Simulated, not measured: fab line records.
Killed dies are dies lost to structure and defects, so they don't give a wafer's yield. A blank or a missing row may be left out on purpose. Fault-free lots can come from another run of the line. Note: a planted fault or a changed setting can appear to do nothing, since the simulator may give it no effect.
Struck lot and sound lot, side by side | flow n5 finfet | 14 steps out of a route of 1938
Sound: the wafers L564.1, L564.2, L564.4. The struck wafers were L563.2, L563.3, L563.5. At the end, the cause is stated.
At each step with rows: each side's tool, then ch and its chambers, then its first start. Under that, the readings that differ: sound wafers | struck wafers | difference of the means | sigmas: that difference in standard deviations of wafers without a fault.
alike: same words and numbers on both sides, and readings whose means sit less than 2 such deviations apart. not compared: any withheld reading, any reading some wafer has no value for, any bound like >300 that may hide the same value, and any number with overlapping values for which the record gives no deviation.
The two part at a step that has a row with sigmas, a row that says differs or no value, or rows on one side only. Numbers that have no deviation but don't overlap get no sigmas and don't part them. A reading missing from all wafers of one side parts the sides only when that side holds two or more wafers.

first, 2 steps without rows for these wafers: N5_BEOL_M13_PRECLEAN_39 (cleans in residue remover, time 60 s); N5_BEOL_M13_SRD_40 (time 30 s, dry time 30 s).
N5_BEOL_M13_DEGAS_41: time 60 s.
  sound on pvd sputter-03 at day 14 17:34; struck on pvd sputter-02 at day 14 10:37
  alike: heater power w
N5_BEOL_M13_PRE_CLEAN_42: time 30 s.
  sound on pvd sputter-03 at day 14 17:36; struck on pvd sputter-02 at day 14 10:39
  alike: heater power w
then, 1 step without rows for these wafers: N5_BEOL_M13_SPUTTER_43 (material TaN, target thk 15 nm, time 24.19 s).
N5_BEOL_M13_SPUTTER_44: material Ta, target thk 10 nm, time 16.13 s.
  sound on pvd sputter-03 at day 14 17:43; struck on pvd sputter-02 at day 14 10:46
  alike: throttle valve pct
N5_BEOL_M13_SPUTTER_45: material Cu, target thk 80 nm, time 13.33 s.
  sound on pvd sputter-03 at day 14 17:48; struck on pvd sputter-02 at day 14 10:51
  alike: chuck gas flow sccm, throttle valve pct
then, 1 step without rows for these wafers: N5_BEOL_M13_ECD_47 (material Cu, target thk 936 nm).
N5_BEOL_M13_ANNEAL_48: time 90 s.
  sound on rtp anneal-01 ch 0, day 14 18:05; struck on rtp anneal-02 ch 0, day 14 11:11
  alike: wafer_temp_C_max
then, 1 step without rows for these wafers: N5_BEOL_M13_CMP_49 (polishes, stops on SiOC, t overpolish 17.1 s, target thk 420 nm).
N5_BEOL_M13_THK_MEAS_50: measures by xrf.
  sound on film metro-01 at day 14 18:41; struck on film metro-01 at day 14 11:44
  alike: M13_THK
then, 1 step without rows for these wafers: N5_BEOL_M13_PRE_CLEAN_52 (time 15 s).
N5_BEOL_M13_DEP_53: deposits SiCN from 3MS/NH3, target thk 50 nm, time 17.8 s.
  sound on pecvd-04 ch 1,2, day 14 18:45; struck on pecvd-02 ch 0,2, day 14 11:48
  reading                                   | sound          | struck     | difference | sigmas
  model.SiCN_of_BEOL_M13_DEP_53.thk nm (nm) | 48.6 49.2 49.8 | 53.4 53 54 | +4.3       |
  alike: showerhead plenum p Torr, throttle valve pct
N5_BEOL_M13_RS_MEAS_54: uses a four-point probe to measure.
  sound on film metro-02 at day 14 18:50; struck on film metro-02 at day 14 11:52
  alike: M13_RS

== WHERE THEY PART ==
Nowhere in this record.

WHY: what had been put in by the simulator
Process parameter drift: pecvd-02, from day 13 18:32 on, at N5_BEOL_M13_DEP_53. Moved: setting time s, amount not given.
